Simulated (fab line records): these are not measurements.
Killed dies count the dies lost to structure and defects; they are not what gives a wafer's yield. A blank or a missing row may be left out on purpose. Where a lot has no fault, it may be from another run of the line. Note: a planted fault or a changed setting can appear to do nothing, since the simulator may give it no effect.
fab line records	flow n5Finfet
record lots=24	wafers=72	lastDay=18
route steps=1938 shown FIN_SAQP@112
lots with no fault: from the same line, run without faults
startH: hours from the record's first day to the start of the lot's first wafer shown	waitH: hours since the lot's step before	" repeats the value in the row above	L1.1+2: several wafers, shown together as one row	- no value, or no start given	* or withheld: withheld	< > ~ a bound
route shown NAME@n: a module of which the file shows steps, and the number in the route of the first	usual: the fault-free wafers' mean and standard deviation	same: alike in all rows	chamber/n: place in a boat	sites: the reading at each site	_std_site: standard deviation across them	_edge_site: inner sites' mean taken away from outer sites' mean	radiusMm: for every site, how far away it sits from the centre of the wafer	mask NAME#n: copy n	behind: the tool/chamber that last shaped the wafer	hold: reason for holding the lot/hours on hold/outcome of the hold	device: transistor that didn't switch, given as n, p or np	end of line: tests of these same wafers at the route's end	a step with no rows: only its recipe	killed: the dies lost at the first sort to structure and to defects; this is not the yield of the wafer	map: per-die view of a wafer (x killed, . not killed, _ where there is no die)
set.NAME: the setting that was run; set.NAME@STEP: the one run at that earlier step	model.NAME: the simulator's own value behind a step, which no gauge read
a sample of lots followed through the steps of the route, with each step as a table and each wafer as a row
services: from which hour (startH, from the record's first day; less than 0 if before it) a tool's chamber was out of use, for how many hours, and why
## steps
# step N5_FIN_SAQP_OVL_MEAS_17
# recipe pointsPerWafer=44
# usual FIN_CORE_OVL=-0.1/0.84
lot.wafer	tool	chamber	startH	waitH	FIN_CORE_OVL[nm]
L074.1	overlay-01	0	21.24	0.0	0.0
L074.2	"	0	"	"	0.6
L074.3	"	0	"	"	0.5
L075.1	overlay-01	0	27.17	0.0	-0.3
L075.5	"	0	"	"	-0.7
L075.6	"	0	"	"	-2.2
L076.1	overlay-01	0	33.43	0.0	-1.1
L076.3	"	0	"	"	1.1
L076.4	"	0	"	"	-0.9
L077.1	overlay-01	0	39.48	0.0	0.5
L077.5	"	0	"	"	0.1
L077.6	"	0	"	"	-0.3
L078.3	overlay-01	0	45.42	0.0	-0.1
L078.4	"	0	"	"	1.0
L078.6	"	0	"	"	0.7
L079.2	overlay-01	0	52.03	0.0	-1.9
L079.3	"	0	"	"	-0.7
L079.4	"	0	"	"	0.5
L080.1	overlay-01	0	58.64	0.0	-1.1
L080.3	"	0	"	"	-0.1
L080.5	"	0	"	"	-0.8
L081.1	overlay-01	0	64.30	0.0	-0.1
L081.4	"	0	"	"	0.5
L081.6	"	0	"	"	0.9
L082.1	overlay-02	0	69.30	0.0	0.9
L082.4	"	0	"	"	1.5
L082.5	"	0	"	"	0.5
L083.2	overlay-01	0	75.93	0.0	-0.4
L083.5	"	0	"	"	-0.1
L083.6	"	0	"	"	-0.9
L084.1	overlay-01	0	81.90	0.0	-0.2
L084.4	"	0	"	"	-1.6
L084.5	"	0	"	"	0.2
L085.1	overlay-02	0	88.17	0.0	0.4
L085.4	"	0	"	"	-0.7
L085.6	"	0	"	"	-0.6
L086.1	overlay-02	0	94.57	0.0	-1.3
L086.4	"	0	"	"	-1.7
L086.5	"	0	"	"	-0.6
L087.3	overlay-02	0	99.88	0.0	0.3
L087.4	"	0	"	"	-0.2
L087.6	"	0	"	"	-0.8
L088.1	overlay-02	0	105.37	0.0	-1.1
L088.2	"	0	"	"	-0.7
L088.6	"	0	"	"	0.2
L089.1	overlay-01	0	111.73	0.0	0.0
L089.2	"	0	"	"	-0.3
L089.4	"	0	"	"	-0.7
L090.1	overlay-01	0	117.44	0.0	0.5
L090.2	"	0	"	"	1.0
L090.3	"	0	"	"	-0.9
L091.1	overlay-01	0	124.85	0.0	-1.0
L091.4	"	0	"	"	-1.2
L091.6	"	0	"	"	0.7
L092.1	overlay-02	0	129.44	0.0	-2.5
L092.2	"	0	"	"	-1.6
L092.3	"	0	"	"	-0.1
L093.3	overlay-01	0	134.94	0.0	1.5
L093.4	"	0	"	"	0.1
L093.6	"	0	"	"	1.3
L094.1	overlay-02	0	141.07	0.0	0.1
L094.4	"	0	"	"	0.3
L094.6	"	0	"	"	-1.2
L095.2	overlay-01	0	147.87	0.0	-0.2
L095.3	"	0	"	"	1.4
L095.6	"	0	"	"	0.0
L096.1	overlay-02	0	153.44	0.0	-0.8
L096.2	"	0	"	"	-1.1
L096.5	"	0	"	"	0.2
L097.1	overlay-01	0	160.24	0.0	0.1
L097.4	"	0	"	"	0.3
L097.6	"	0	"	"	-0.4
# step N5_FIN_SAQP_ETCH_52
# recipe chemistry=N2/H2	target=SOC	targetDepthA=1000	overetchA=200	maskMaterial=SiARC	tempC=40	timeS=150	ionEnergyEv=200	pressureMtorr=30	sourceW=840	biasW=150	n2FlowSccm=200	h2FlowSccm=200	ends=endPoint
# usual drypumpMotorCurrentA=5.8/0.38	oesProductAu=0.68/0.062	rfVppV=523.5/2.5	showerheadPlenumPTorr=2.53/0.085	throttleValvePct=17.91/0.22
lot.wafer	tool	chamber	startH	waitH	drypumpMotorCurrentA	oesProductAu	rfHoursCounterH	rfVppV	showerheadPlenumPTorr	throttleValvePct
L074.1	rieDiel-04	3	21.39	0.0	5.6	0.61	251	518.8	2.39	18.17
L074.2	"	2	"	"	5.6	0.71	120	527.8	2.65	18.05
L074.3	"	1	"	"	6.2	0.60	251	519.9	2.40	18.20
L075.1	rieDiel-01	2	27.32	0.0	6.2	0.67	153	522.7	2.54	17.72
L075.5	"	2	"	"	6.2	0.68	-	522.4	2.54	17.70
L075.6	"	1	"	"	5.9	0.64	-	522.6	2.54	17.79
L076.1	rieDiel-04	3	33.82	0.0	5.7	0.61	255	519.8	2.39	18.18
L076.3	"	0	"	"	5.5	0.84	15	523.2	2.49	17.37
L076.4	"	3	"	"	5.7	0.61	-	519.1	2.39	18.18
L077.1	rieDiel-04	3	39.63	0.0	5.7	0.61	257	519.7	2.39	18.18
L077.5	"	0	"	"	5.5	0.83	-	520.1	2.49	17.38
L077.6	"	2	"	"	5.6	0.71	-	527.5	2.65	18.08
L078.3	rieDiel-03	2	45.57	0.0	5.4	0.72	99	526.0	2.68	18.02
L078.4	"	0	"	"	5.1	0.63	218	522.1	2.52	18.07
L078.6	"	0	"	"	5.1	0.63	-	523.7	2.52	18.07
L079.2	rieDiel-03	1	52.18	0.0	6.3	0.62	222	524.2	2.52	17.76
L079.3	"	0	"	"	5.1	0.63	221	524.3	2.52	18.07
L079.4	"	2	"	"	5.5	0.72	102	525.4	2.68	18.03
L080.1	rieDiel-01	1	58.79	0.0	6.0	0.64	187	524.7	2.53	17.79
L080.3	"	0	"	"	6.0	0.77	56	521.7	2.47	17.50
L080.5	"	3	"	"	5.7	0.72	-	521.7	2.47	17.94
L081.1	rieDiel-03	0	64.62	0.0	5.1	0.62	224	522.5	2.52	18.08
L081.4	"	0	"	"	5.1	0.62	-	524.7	2.52	18.09
L081.6	"	2	"	"	5.5	0.71	-	528.4	2.67	18.02
L082.1	rieDiel-03	2	69.51	0.0	5.5	0.71	107	527.9	2.67	18.04
L082.4	"	2	"	"	5.5	0.71	-	528.5	2.67	18.04
L082.5	"	1	"	"	6.4	0.62	-	522.9	2.52	17.78
L083.2	rieDiel-01	1	76.08	0.0	6.0	0.64	195	523.2	2.53	17.80
L083.5	"	2	"	"	6.2	0.66	-	524.4	2.53	17.74
L083.6	"	3	"	"	5.7	0.72	-	522.0	2.47	17.97
L084.1	rieDiel-01	2	82.07	0.0	6.2	0.66	173	523.8	2.53	17.75
L084.4	"	1	"	"	6.0	0.64	197	523.4	2.53	17.81
L084.5	"	1	"	"	6.0	0.64	-	523.6	2.53	17.81
L085.1	rieDiel-04	3	88.31	0.0	5.6	0.82	8	527.9	2.70	17.72
L085.4	"	2	"	"	5.6	0.70	147	525.4	2.64	18.11
L085.6	"	2	"	"	5.6	0.69	-	528.6	2.64	18.11
L086.1	rieDiel-04	3	94.72	0.0	5.7	0.81	10	527.9	2.70	17.74
L086.4	"	1	"	"	6.2	0.80	20	528.2	2.71	17.81
L086.5	"	2	"	"	5.6	0.69	-	525.7	2.64	18.12
L087.3	rieDiel-03	2	100.03	0.0	5.5	0.71	117	526.2	2.67	18.06
L087.4	"	3	"	"	5.9	0.70	136	521.2	2.45	18.08
L087.6	"	0	"	"	5.0	0.61	-	524.6	2.51	18.11
L088.1	rieDiel-01	3	105.52	0.0	5.7	0.72	97	521.3	2.46	17.95
L088.2	"	0	"	"	6.1	0.76	74	521.2	2.47	17.53
L088.6	"	2	"	"	6.2	0.66	-	523.5	2.53	17.76
L089.1	rieDiel-03	0	112.02	0.0	5.1	0.60	241	522.5	2.51	18.11
L089.2	"	3	"	"	5.9	0.70	140	521.0	2.45	18.09
L089.4	"	1	"	"	6.3	0.61	242	523.2	2.51	17.82
L090.1	rieDiel-03	2	117.70	0.0	5.5	0.71	122	526.2	2.67	18.07
L090.2	"	3	"	"	6.0	0.70	142	520.9	2.45	18.10
L090.3	"	1	"	"	6.3	0.62	244	523.0	2.51	17.80
L091.1	rieDiel-01	1	125.00	0.0	6.0	0.62	212	524.1	2.52	17.83
L091.4	"	2	"	"	6.2	0.65	187	522.9	2.53	17.74
L091.6	"	3	"	"	5.7	0.70	-	521.7	2.46	17.96
L092.1	rieDiel-01	3	129.59	0.0	5.7	0.71	104	521.3	2.46	17.99
L092.2	"	1	"	"	5.9	0.63	213	522.5	2.52	17.85
L092.3	"	2	"	"	6.2	0.65	188	524.1	2.53	17.78
L093.3	rieDiel-03	2	135.14	0.0	5.5	0.70	128	526.0	2.66	18.08
L093.4	"	1	"	"	6.3	0.60	250	522.1	2.51	17.81
L093.6	"	3	"	"	6.0	0.69	-	520.8	2.45	18.12
L094.1	rieDiel-01	3	141.22	0.0	5.8	0.70	107	521.8	2.46	17.97
L094.4	"	1	"	"	6.0	0.62	216	523.8	2.52	17.86
L094.6	"	2	"	"	6.2	0.65	-	523.5	2.52	17.77
L095.2	rieDiel-03	3	148.02	0.0	6.0	0.69	153	519.4	2.44	18.13
L095.3	"	2	"	"	5.5	0.70	134	527.2	2.66	18.09
L095.6	"	2	"	"	5.5	0.70	-	527.8	2.66	18.08
L096.1	rieDiel-03	3	153.59	0.0	5.9	0.68	155	518.9	2.44	18.12
L096.2	"	2	"	"	5.5	0.70	136	526.1	2.66	18.10
L096.5	"	3	"	"	5.9	0.69	-	522.0	2.44	18.13
L097.1	rieDiel-01	1	160.77	0.0	6.0	0.61	224	524.7	2.52	17.85
L097.4	"	3	"	"	5.7	0.70	113	521.4	2.45	17.99
L097.6	"	1	"	"	6.0	0.62	-	522.4	2.52	17.84
# step N5_FIN_SAQP_HM_OPEN_73
# recipe chemistry=CHF3/O2	target=SiO2	stopOn=a-Si	targetDepthA=120	overEtchFrac=1.8	maskMaterial=SOC	timeS=16.8	pressureMtorr=30	sourceW=650	biasW=170	Ar_flow_sccm=200	CHF3_flow_sccm=50	O2_flow_sccm=5	ionEnergyEv=200	ends=endPoint
# usual drypumpMotorCurrentA=5.8/0.37	oesProductAu=0.46/0.041	rfVppV=524/4.8	showerheadPlenumPTorr=2.39/0.079	throttleValvePct=18.89/0.24
lot.wafer	tool	chamber	startH	waitH	drypumpMotorCurrentA	oesProductAu	rfHoursCounterH	rfVppV	showerheadPlenumPTorr	throttleValvePct
L074.1	rieDiel-04	3	21.50	0.0	5.7	0.41	251	526	2.29	19.29
L074.2	"	2	"	"	5.6	0.47	120	525	2.52	19.14
L074.3	"	1	"	"	6.2	0.41	252	525	2.29	19.18
L075.1	rieDiel-01	2	27.43	0.0	6.2	0.45	153	526	2.41	18.67
L075.5	"	2	"	"	6.2	0.45	-	527	2.41	18.67
L075.6	"	1	"	"	5.9	0.43	-	525	2.39	18.77
L076.1	rieDiel-04	3	33.92	0.0	5.6	0.41	255	524	2.28	19.29
L076.3	"	0	"	"	5.4	0.56	15	519	2.37	18.36
L076.4	"	3	"	"	5.7	0.41	-	526	2.28	19.31
L077.1	rieDiel-04	3	39.74	0.0	5.6	0.41	257	525	2.28	19.32
L077.5	"	0	"	"	5.5	0.56	-	518	2.37	18.37
L077.6	"	2	"	"	5.6	0.48	-	527	2.52	19.16
L078.3	rieDiel-03	2	45.68	0.0	5.5	0.47	99	526	2.53	19.09
L078.4	"	0	"	"	5.1	0.42	218	533	2.38	19.00
L078.6	"	0	"	"	5.1	0.42	-	534	2.38	18.99
L079.2	rieDiel-03	1	52.29	0.0	6.3	0.42	222	519	2.38	18.75
L079.3	"	0	"	"	5.1	0.42	221	533	2.38	18.98
L079.4	"	2	"	"	5.5	0.48	102	527	2.53	19.10
L080.1	rieDiel-01	1	58.89	0.0	6.0	0.42	187	526	2.39	18.78
L080.3	"	0	"	"	6.1	0.51	56	527	2.34	18.35
L080.5	"	3	"	"	5.7	0.48	-	520	2.34	18.91
L081.1	rieDiel-03	0	64.73	0.0	5.1	0.41	224	532	2.38	18.99
L081.4	"	0	"	"	5.1	0.42	-	533	2.38	19.00
L081.6	"	2	"	"	5.5	0.48	-	524	2.52	19.09
L082.1	rieDiel-03	2	69.61	0.0	5.5	0.48	107	526	2.52	19.11
L082.4	"	2	"	"	5.5	0.49	-	524	2.52	19.12
L082.5	"	1	"	"	6.3	0.42	-	521	2.38	18.75
L083.2	rieDiel-01	1	76.18	0.0	6.0	0.43	195	523	2.39	18.81
L083.5	"	2	"	"	6.2	0.44	-	524	2.41	18.71
L083.6	"	3	"	"	5.7	0.48	-	521	2.33	18.92
L084.1	rieDiel-01	2	82.18	0.0	6.2	0.43	173	525	2.41	18.71
L084.4	"	1	"	"	5.9	0.43	197	524	2.38	18.81
L084.5	"	1	"	"	5.9	0.42	-	525	2.38	18.82
L085.1	rieDiel-04	3	88.42	0.0	5.7	0.54	8	533	2.57	18.90
L085.4	"	2	"	"	5.6	0.46	147	525	2.51	19.21
L085.6	"	2	"	"	5.6	0.47	-	525	2.51	19.21
L086.1	rieDiel-04	3	94.83	0.0	5.7	0.54	10	534	2.57	18.89
L086.4	"	1	"	"	6.2	0.54	20	534	2.57	18.78
L086.5	"	2	"	"	5.6	0.46	-	525	2.51	19.18
L087.3	rieDiel-03	2	100.13	0.0	5.5	0.47	117	525	2.52	19.12
L087.4	"	3	"	"	5.9	0.47	136	516	2.32	18.97
L087.6	"	0	"	"	5.1	0.41	-	531	2.37	19.02
L088.1	rieDiel-01	3	105.62	0.0	5.7	0.48	97	522	2.33	18.93
L088.2	"	0	"	"	6.0	0.51	74	528	2.33	18.40
L088.6	"	2	"	"	6.2	0.44	-	524	2.40	18.72
L089.1	rieDiel-03	0	112.13	0.0	5.1	0.40	241	530	2.37	19.04
L089.2	"	3	"	"	5.9	0.47	140	515	2.32	18.97
L089.4	"	1	"	"	6.3	0.41	242	518	2.37	18.78
L090.1	rieDiel-03	2	117.81	0.0	5.5	0.47	122	524	2.52	19.12
L090.2	"	3	"	"	5.9	0.46	142	517	2.32	18.97
L090.3	"	1	"	"	6.4	0.40	244	519	2.37	18.79
L091.1	rieDiel-01	1	125.10	0.0	6.0	0.42	212	525	2.38	18.84
L091.4	"	2	"	"	6.2	0.44	187	524	2.40	18.73
L091.6	"	3	"	"	5.8	0.47	-	521	2.33	18.94
L092.1	rieDiel-01	3	129.70	0.0	5.8	0.47	104	520	2.33	18.95
L092.2	"	1	"	"	5.9	0.41	213	525	2.38	18.84
L092.3	"	2	"	"	6.2	0.43	188	524	2.40	18.72
L093.3	rieDiel-03	2	135.24	0.0	5.5	0.47	128	523	2.51	19.14
L093.4	"	1	"	"	6.3	0.40	250	519	2.37	18.80
L093.6	"	3	"	"	5.9	0.47	-	517	2.32	18.98
L094.1	rieDiel-01	3	141.33	0.0	5.7	0.47	107	520	2.33	18.95
L094.4	"	1	"	"	5.9	0.42	216	524	2.38	18.84
L094.6	"	2	"	"	6.2	0.43	-	525	2.40	18.75
L095.2	rieDiel-03	3	148.13	0.0	5.9	0.46	153	516	2.32	19.01
L095.3	"	2	"	"	5.5	0.46	134	525	2.51	19.15
L095.6	"	2	"	"	5.5	0.46	-	524	2.51	19.16
L096.1	rieDiel-03	3	153.70	0.0	5.9	0.46	155	516	2.32	18.99
L096.2	"	2	"	"	5.5	0.46	136	526	2.51	19.16
L096.5	"	3	"	"	5.9	0.45	-	517	2.32	19.01
L097.1	rieDiel-01	1	160.88	0.0	6.0	0.41	224	526	2.37	18.83
L097.4	"	3	"	"	5.7	0.46	113	520	2.32	18.97
L097.6	"	1	"	"	6.0	0.41	-	523	2.37	18.87
# step N5_FIN_SAQP_STRIP_77
# recipe chemistry=N2/H2	timeS=90	powerW=100	tempC=40	pressureMtorr=100	rfFrequencyHz=6e+07	biasPowerW=3	n2FlowSccm=300	h2FlowSccm=300
# usual drypumpMotorCurrentA=5.8/0.37	oesProductAu=0.78/0.076	rfVppV=45.3/0.92	showerheadPlenumPTorr=3.38/0.11	throttleValvePct=12.24/0.23
lot.wafer	tool	chamber	startH	waitH	drypumpMotorCurrentA	oesProductAu	rfHoursCounterH	rfVppV	showerheadPlenumPTorr	throttleValvePct
L074.1	rieDiel-03	3	25.06	0.0	5.9	0.81	121	43.9	3.27	12.40
L074.2	"	0	"	"	5.1	0.70	213	46.3	3.35	12.50
L074.3	"	1	"	"	6.3	0.71	213	44.7	3.35	12.25
L075.1	rieDiel-01	0	30.93	0.0	6.0	0.88	48	44.7	3.29	11.86
L075.5	"	1	"	"	5.9	0.72	-	45.6	3.37	12.22
L075.6	"	0	"	"	6.1	0.88	-	47.0	3.29	11.84
L076.1	rieDiel-03	2	37.44	0.0	5.5	0.81	96	45.3	3.55	12.33
L076.3	"	3	"	"	5.9	0.80	123	45.6	3.26	12.41
L076.4	"	1	"	"	6.4	0.71	216	44.2	3.35	12.26
L077.1	rieDiel-03	2	43.34	0.0	5.5	0.82	99	44.2	3.55	12.32
L077.5	"	1	"	"	6.4	0.71	-	44.2	3.35	12.26
L077.6	"	0	"	"	5.1	0.70	-	44.2	3.35	12.49
L078.3	rieDiel-03	0	50.33	0.0	5.1	0.69	220	44.5	3.35	12.52
L078.4	"	3	"	"	5.9	0.79	127	45.5	3.26	12.40
L078.6	"	3	"	"	5.9	0.79	-	43.5	3.26	12.42
L079.2	rieDiel-04	2	56.05	0.0	5.6	0.78	133	46.9	3.51	12.42
L079.3	"	0	"	"	5.5	0.93	25	44.2	3.31	11.74
L079.4	"	0	"	"	5.5	0.93	-	44.8	3.31	11.72
L080.1	rieDiel-04	2	63.17	0.0	5.6	0.79	138	46.0	3.51	12.45
L080.3	"	0	"	"	5.5	0.92	29	46.3	3.31	11.75
L080.5	"	2	"	"	5.6	0.79	-	45.5	3.51	12.46
L081.1	rieDiel-03	2	68.39	0.0	5.5	0.80	106	47.2	3.54	12.35
L081.4	"	0	"	"	5.1	0.69	-	43.8	3.34	12.52
L081.6	"	1	"	"	6.4	0.70	-	44.8	3.34	12.28
L082.1	rieDiel-03	0	73.10	0.0	5.1	0.68	227	45.2	3.34	12.51
L082.4	"	1	"	"	6.4	0.69	-	45.2	3.34	12.28
L082.5	"	2	"	"	5.5	0.79	-	45.5	3.54	12.37
L083.2	rieDiel-01	1	81.13	0.0	6.0	0.70	197	44.6	3.36	12.25
L083.5	"	1	"	"	6.0	0.71	-	44.6	3.36	12.27
L083.6	"	0	"	"	6.1	0.86	-	44.3	3.28	11.89
L084.1	rieDiel-01	0	86.17	0.0	6.1	0.85	67	45.7	3.28	11.88
L084.4	"	1	"	"	6.0	0.71	199	45.7	3.36	12.25
L084.5	"	3	"	"	5.7	0.81	-	45.5	3.28	12.26
L085.1	rieDiel-01	1	94.18	0.0	6.0	0.70	201	45.8	3.36	12.28
L085.4	"	0	"	"	6.1	0.85	70	44.6	3.28	11.89
L085.6	"	2	"	"	6.2	0.73	-	44.5	3.36	12.21
L086.1	rieDiel-03	2	99.76	0.0	5.5	0.78	116	46.6	3.54	12.39
L086.4	"	1	"	"	6.4	0.69	238	43.5	3.34	12.31
L086.5	"	1	"	"	6.3	0.70	-	45.0	3.34	12.30
L087.3	rieDiel-01	1	103.74	0.0	6.0	0.70	205	45.8	3.36	12.28
L087.4	"	0	"	"	6.1	0.85	73	45.8	3.28	11.90
L087.6	"	0	"	"	6.1	0.84	-	46.0	3.28	11.91
L088.1	rieDiel-01	1	111.03	0.0	6.0	0.69	207	46.8	3.35	12.29
L088.2	"	3	"	"	5.7	0.79	98	46.4	3.27	12.26
L088.6	"	1	"	"	6.0	0.69	-	46.9	3.35	12.28
L089.1	rieDiel-04	3	116.52	0.0	5.7	0.90	16	46.3	3.58	12.01
L089.2	"	1	"	"	6.2	0.89	28	46.2	3.59	12.05
L089.4	"	2	"	"	5.6	0.77	157	46.0	3.50	12.49
L090.1	rieDiel-03	2	122.44	0.0	5.5	0.77	124	45.1	3.53	12.39
L090.2	"	3	"	"	5.9	0.78	144	46.1	3.25	12.45
L090.3	"	1	"	"	6.3	0.68	245	45.9	3.33	12.35
L091.1	rieDiel-01	1	129.00	0.0	6.0	0.69	213	45.6	3.35	12.31
L091.4	"	0	"	"	6.1	0.84	81	44.0	3.27	11.92
L091.6	"	0	"	"	6.1	0.84	-	45.1	3.27	11.91
L092.1	rieDiel-01	3	133.25	0.0	5.8	0.80	105	44.3	3.27	12.28
L092.2	"	0	"	"	6.0	0.83	83	44.2	3.27	11.91
L092.3	"	2	"	"	6.2	0.71	189	45.0	3.35	12.23
L093.3	rieDiel-04	0	138.74	0.0	5.5	0.87	56	45.2	3.29	11.81
L093.4	"	2	"	"	5.6	0.77	164	43.8	3.49	12.52
L093.6	"	1	"	"	6.2	0.88	-	48.1	3.58	12.09
L094.1	rieDiel-01	0	145.33	0.0	6.1	0.82	86	43.1	3.27	11.94
L094.4	"	2	"	"	6.2	0.73	193	44.6	3.35	12.23
L094.6	"	1	"	"	6.0	0.69	-	46.1	3.35	12.33
L095.2	rieDiel-03	2	151.88	0.0	5.5	0.76	135	45.1	3.52	12.43
L095.3	"	3	"	"	5.9	0.76	155	45.0	3.25	12.48
L095.6	"	3	"	"	6.0	0.76	-	44.8	3.25	12.49
L096.1	rieDiel-04	0	158.24	0.0	5.5	0.87	64	44.7	3.29	11.81
L096.2	"	3	"	"	5.7	0.87	31	45.9	3.57	12.06
L096.5	"	3	"	"	5.6	0.86	-	45.9	3.57	12.05
L097.1	rieDiel-03	1	164.84	0.0	6.3	0.99	3	45.9	3.33	11.71
L097.4	"	3	"	"	5.9	0.76	-	45.2	3.24	12.52
L097.6	"	2	"	"	5.5	0.76	-	43.9	3.52	12.44
# step N5_FIN_SAQP_CD_MEAS_37
# recipe targetCdNm=8	polarity=line
# usual cdNm=8.15/0.23
lot.wafer	tool	chamber	startH	waitH	cdNm
L074.1	cdSem-02	-	25.37	0.1	7.61
L074.2	"	-	"	"	8.28
L074.3	"	-	"	"	8.00
L075.1	cdSem-03	-	31.24	0.1	8.09
L075.5	"	-	"	"	8.21
L075.6	"	-	"	"	8.62
L076.1	cdSem-03	-	37.75	0.1	7.84
L076.3	"	-	"	"	7.67
L076.4	"	-	"	"	8.09
L077.1	cdSem-02	-	43.65	0.1	7.97
L077.5	"	-	"	"	8.07
L077.6	"	-	"	"	8.37
L078.3	cdSem-02	-	50.65	0.1	8.10
L078.4	"	-	"	"	8.51
L078.6	"	-	"	"	8.32
L079.2	cdSem-01	-	56.37	0.1	8.33
L079.3	"	-	"	"	8.46
L079.4	"	-	"	"	8.07
L080.1	cdSem-02	-	63.48	0.1	8.16
L080.3	"	-	"	"	8.62
L080.5	"	-	"	"	8.21
L081.1	cdSem-02	-	68.70	0.1	8.05
L081.4	"	-	"	"	7.92
L081.6	"	-	"	"	8.17
L082.1	cdSem-02	-	73.41	0.1	7.73
L082.4	"	-	"	"	8.12
L082.5	"	-	"	"	8.45
L083.2	cdSem-02	-	81.45	0.1	8.33
L083.5	"	-	"	"	8.50
L083.6	"	-	"	"	8.37
L084.1	cdSem-01	-	86.48	0.1	8.26
L084.4	"	-	"	"	7.82
L084.5	"	-	"	"	7.57
L085.1	cdSem-03	-	94.50	0.1	8.47
L085.4	"	-	"	"	8.09
L085.6	"	-	"	"	8.18
L086.1	cdSem-02	-	100.07	0.1	7.88
L086.4	"	-	"	"	7.84
L086.5	"	-	"	"	7.59
L087.3	cdSem-03	-	104.06	0.1	7.89
L087.4	"	-	"	"	8.35
L087.6	"	-	"	"	8.12
L088.1	cdSem-02	-	111.34	0.1	8.37
L088.2	"	-	"	"	8.53
L088.6	"	-	"	"	8.35
L089.1	cdSem-03	-	116.83	0.1	7.93
L089.2	"	-	"	"	8.01
L089.4	"	-	"	"	7.77
L090.1	cdSem-01	-	122.76	0.1	8.25
L090.2	"	-	"	"	8.07
L090.3	"	-	"	"	8.25
L091.1	cdSem-01	-	129.31	0.1	8.05
L091.4	"	-	"	"	8.57
L091.6	"	-	"	"	8.39
L092.1	cdSem-01	-	133.56	0.1	8.46
L092.2	"	-	"	"	7.91
L092.3	"	-	"	"	8.10
L093.3	cdSem-01	-	139.05	0.1	8.17
L093.4	"	-	"	"	7.86
L093.6	"	-	"	"	8.23
L094.1	cdSem-02	-	145.64	0.1	8.12
L094.4	"	-	"	"	8.46
L094.6	"	-	"	"	8.44
L095.2	cdSem-02	-	152.20	0.1	8.22
L095.3	"	-	"	"	8.01
L095.6	"	-	"	"	8.00
L096.1	cdSem-02	-	158.55	0.1	8.19
L096.2	"	-	"	"	8.07
L096.5	"	-	"	"	8.12
L097.1	cdSem-02	-	165.16	0.1	8.20
L097.4	"	-	"	"	7.91
L097.6	"	-	"	"	8.18
# step N5_FIN_SAQP_OCD_MEAS_76
# usual trenchDepthNm=120.6/1.3
lot.wafer	tool	chamber	startH	waitH	trenchDepthNm
L074.1	ocd-01	-	25.47	0.0	123.7
L074.2	"	-	"	"	119.0
L074.3	"	-	"	"	120.6
L075.1	ocd-01	-	31.35	0.0	119.1
L075.5	"	-	"	"	117.7
L075.6	"	-	"	"	120.0
L076.1	ocd-02	-	37.86	0.0	120.7
L076.3	"	-	"	"	118.3
L076.4	"	-	"	"	118.2
L077.1	ocd-01	-	43.75	0.0	120.9
L077.5	"	-	"	"	120.0
L077.6	"	-	"	"	121.2
L078.3	ocd-02	-	50.75	0.0	119.4
L078.4	"	-	"	"	119.4
L078.6	"	-	"	"	121.1
L079.2	ocd-02	-	56.47	0.0	123.1
L079.3	"	-	"	"	122.1
L079.4	"	-	"	"	120.1
L080.1	ocd-02	-	63.58	0.0	119.8
L080.3	"	-	"	"	122.2
L080.5	"	-	"	"	120.0
L081.1	ocd-01	-	68.81	0.0	120.9
L081.4	"	-	"	"	120.8
L081.6	"	-	"	"	120.8
L082.1	ocd-02	-	73.52	0.0	119.7
L082.4	"	-	"	"	119.3
L082.5	"	-	"	"	120.5
L083.2	ocd-01	-	81.55	0.0	120.5
L083.5	"	-	"	"	121.3
L083.6	"	-	"	"	120.8
L084.1	ocd-02	-	86.59	0.0	120.9
L084.4	"	-	"	"	121.9
L084.5	"	-	"	"	121.3
L085.1	ocd-02	-	94.60	0.0	120.3
L085.4	"	-	"	"	125.3
L085.6	"	-	"	"	119.4
L086.1	ocd-01	-	100.18	0.0	121.7
L086.4	"	-	"	"	122.1
L086.5	"	-	"	"	120.2
L087.3	ocd-02	-	104.15	0.0	123.1
L087.4	"	-	"	"	121.5
L087.6	"	-	"	"	120.3
L088.1	ocd-01	-	111.44	0.0	121.7
L088.2	"	-	"	"	121.3
L088.6	"	-	"	"	121.7
L089.1	ocd-01	-	116.93	0.0	121.6
L089.2	"	-	"	"	120.1
L089.4	"	-	"	"	121.2
L090.1	ocd-02	-	122.86	0.0	118.4
L090.2	"	-	"	"	120.1
L090.3	"	-	"	"	120.3
L091.1	ocd-02	-	129.41	0.0	123.2
L091.4	"	-	"	"	119.7
L091.6	"	-	"	"	120.7
L092.1	ocd-01	-	133.66	0.0	122.6
L092.2	"	-	"	"	118.5
L092.3	"	-	"	"	118.8
L093.3	ocd-01	-	139.15	0.0	119.5
L093.4	"	-	"	"	119.5
L093.6	"	-	"	"	120.2
L094.1	ocd-02	-	145.74	0.0	122.6
L094.4	"	-	"	"	121.1
L094.6	"	-	"	"	120.7
L095.2	ocd-01	-	152.30	0.0	119.2
L095.3	"	-	"	"	120.9
L095.6	"	-	"	"	121.1
L096.1	ocd-02	-	158.65	0.0	120.3
L096.2	"	-	"	"	121.9
L096.5	"	-	"	"	121.6
L097.1	ocd-02	-	165.26	0.0	120.7
L097.4	"	-	"	"	119.6
L097.6	"	-	"	"	119.3
## services
tool	chamber	startH	hours	kind
rieDiel-04	0	14.69	8.9	repair
rieDiel-04	1	23.63	-	clean
rieDiel-04	1	23.63	-	consumableReplace:focusRing
rieDiel-04	1	23.63	-	consumableReplace:showerhead
rieDiel-04	1	23.63	22.5	scheduledDown
rieDiel-04	1	23.63	22.5	ventCycle
rieDiel-04	-	37.53	0.2	repair
rieDiel-04	3	46.17	-	clean
rieDiel-04	3	46.17	-	consumableReplace:focusRing
rieDiel-04	3	46.17	-	consumableReplace:showerhead
rieDiel-04	3	46.17	21.4	scheduledDown
rieDiel-04	3	46.17	21.4	ventCycle
rieDiel-01	3	63.15	7.3	repair
rieDiel-03	3	64.49	20.8	repair
rieDiel-03	2	88.25	5.0	repair
rieDiel-03	1	136.58	-	clean
rieDiel-03	1	136.58	-	consumableReplace:focusRing
rieDiel-03	1	136.58	23.6	scheduledDown
rieDiel-03	1	136.58	23.6	ventCycle
rieDiel-04	1	154.12	31.9	repair
rieDiel-03	0	160.31	-	clean
rieDiel-03	0	160.31	-	consumableReplace:focusRing
rieDiel-03	0	160.31	19.5	scheduledDown
rieDiel-03	0	160.31	19.5	ventCycle
## key
fault none
